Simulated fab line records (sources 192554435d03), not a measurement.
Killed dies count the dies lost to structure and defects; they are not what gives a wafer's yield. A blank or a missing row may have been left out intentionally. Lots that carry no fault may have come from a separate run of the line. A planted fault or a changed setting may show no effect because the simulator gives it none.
A struck lot beside a sound one ; flow n5-finfet ; 37 out of 1938 route steps
Sound: these wafers, L638.2, L638.4, L638.5. Wafers L635.1, L635.2, L635.3 were the ones struck. The cause comes at the end.
Order at every step that has rows: each side's tool, ch and its chambers, its first start. Under that, the readings that differ: sound wafers ; struck wafers ; difference of the means ; sigmas: that difference in standard deviations of wafers without a fault.
alike: a reading whose means differ by less than 2 such deviations, as well as words and numbers matching on both sides. not compared: withheld readings; readings where some wafer has no value; bounds like >300 that might hide an equal value; numbers whose values overlap and for which the record gives no deviation.
Wherever a step has rows on one side only, a row that says differs or no value, or a row with sigmas, the two part there. When numbers do not overlap yet have no deviation, they are printed without sigmas and do not part them. A reading missing from all wafers of one side parts the sides only when that side holds two or more wafers.

first, 9 steps without rows for these wafers: N5_BEOL_M4_ANNEAL_95 (time 240 s); N5_BEOL_M4_SPUTTER_96 (material Cu, target thk 4.5 nm, time 8.29 s); N5_BEOL_M4_ECD_50 (material Cu, target thk 300 nm); N5_BEOL_M4_ANNEAL_51 (time 90 s); N5_BEOL_M4_CMP_52 (polishes, stops on SiOC, t overpolish 6.8 s, target thk 40 nm); N5_BEOL_M4_PRE_CLEAN_60 (time 15 s); N5_BEOL_M4_CO_CAP_55 (material Co, precursor CCTBA/H2, target thk 2 nm, time 102.1 s); N5_BEOL_M4_PRE_CLEAN_56 (time 15 s); N5_BEOL_M4_DEP_57 (deposits SiCN from 3MS/NH3, target thk 8 nm, time 14 s).
N5_BEOL_M4_RC_MEAS_101:
  sound on prober-02 ch 0, day 13 21:31; struck on prober-02 ch 0, day 11 20:56
reading;sound;struck;difference;sigmas
IOFF_P (nA/um);0.16 0.16 0.14;0.22 0.27 0.24;+0.09;+2
VT_P (mV);-257 -257 -257;-249 -247 -245;+10;+3
  alike: DIBL_N, DIBL_P, IOFF_N, ION_N, ION_P, SS_N, SS_P, VT_N
then, 24 steps without rows for these wafers: N5_BEOL_M5_ILD_DEP_00 (deposits SiCOH lowk from DEMS/porogen, target thk 140.64 nm, time 25.9 s); N5_BEOL_M5_CURE_79 (cures SiCOH lowk, time 240 s); N5_BEOL_M5_PECVD_70 (deposits SiO2 from TEOS/O2, target thk 16 nm, time 18 s); N5_BEOL_M5_HM_DEP_02 (deposits TiN, target thk 20 nm); N5_BEOL_M5_COAT_59 (time 60 s, resist thk 60 nm); N5_BEOL_M5_COAT_60 (time 60 s, resist thk 12 nm); N5_BEOL_M5_COAT_71 (time 60 s, resist thk 5 nm); N5_BEOL_M5_COAT_05 (resist thk 30 nm); N5_BEOL_M5_EBR_07; N5_BEOL_M5_SOFTBAKE_06 (time 60 s); N5_BEOL_M5_EXPOSE_08 (exposes mask M5, target cd 28 nm); N5_BEOL_M5_PEB_09 (peb time 60 s); N5_BEOL_M5_DEVELOP_10 (develop time 30 s); N5_BEOL_M5_DESCUM_16 (chemistry O2, time 7 s); N5_BEOL_M5_ETCH_72 (etches underlayer in N2/H2, target depth 6.5 nm, time 5.2 s); N5_BEOL_M5_ETCH_61 (etches SiARC in CF4, target depth 15.6 nm, time 26 s); N5_BEOL_M5_ETCH_62 (etches SOC in N2/H2, target depth 75 nm, overetch 15 nm, time 112.5 s); N5_BEOL_M5_STRIP_63 (strips in N2/H2); N5_BEOL_M5_STRIP_73 (strips in N2/H2); N5_BEOL_M5_STRIP_64 (strips in CF4); N5_BEOL_M5_HM_OPEN_17 (chemistry Cl2/BCl3, target TiN, target depth 20 nm, overetch 6 nm); N5_BEOL_M5_STRIP_19 (strips in O2); N5_BEOL_M5_COAT_65 (time 60 s, resist thk 60 nm); N5_BEOL_M5_COAT_66 (time 60 s, resist thk 12 nm).
N5_BEOL_M5_CVD_47: deposits Co from CCTBA/H2, target thk 3 nm, time 216 s.
  sound on cvd-co-02 ch 0, day 14 03:50; struck on cvd-co-02 ch 0,1,2, day 12 04:22
  no value came back on the struck wafers for chamber-pressure-Torr (Torr), run-length-s (s); on the sound wafers chamber-pressure-Torr (Torr) reads 29.91 30.00 29.92
N5_BEOL_M5_CMP_52: polishes, stops on SiCOH lowk, t overpolish 6.9 s, target thk 62 nm.
  sound on cmp-01 ch 1,3, day 14 08:55; struck on cmp-01 ch 0,1,2, day 12 09:34
reading;sound;struck;difference;sigmas
barrier-field-endpoint-s (s);24.5 25.1 25.3;20.7 20.4 20.2;-4.5;-8
model.Cu_of_BEOL_M5_ECD_50.thk-nm (nm);59.6 61.8 61.8;64.6 64.8 67.2;+4.5;
  alike: motor-current-A, platen-rpm
-- the record jumps here: 4 days lie between the struck wafers' starts before and after (it left off in module BEOL_M5 and takes up again in module PASSIVATION, whose first step shown is number 1936 of the route) --
N5_PASSIVATION_PROBE_49:
  sound on prober-01, day 18 17:52; struck on prober-02, day 16 07:01
reading;sound;struck;difference;sigmas
defect-limited-yield (%);89.0 89.7 90.5;0 0 0;-90;-60
killed_at_M4_up;21 15 19;1091 1089 1078;+1068;+99 or more
killed-dies;130 121 112;1180 1180 1180;+1059;+59
killed-on-rim;21 13 12;152 152 152;+137;+33
sort_bin_5_function (%);5.8 5.8 5.8;88.9 89.1 89.3;+83.3;+83
sort_bin_6_memory (%);4.8 4.3 3.6;10.3 10.5 10.5;+6.2;+9
sort-n-pass;1050 1059 1068;0 0 0;-1059;-59
sort-yield-pct (%);89.0 89.7 90.5;0 0 0;-90;-60
  alike: killed_at_M0_to_M3, killed-at-contacts, killed-at-front-end, killed-at-other, killed-open, killed-short

== WHERE THEY PART ==
Last at N5_PASSIVATION_PROBE_49 as far as this record goes, first at N5_BEOL_M4_RC_MEAS_101.

WHY: the cause the simulator had injected
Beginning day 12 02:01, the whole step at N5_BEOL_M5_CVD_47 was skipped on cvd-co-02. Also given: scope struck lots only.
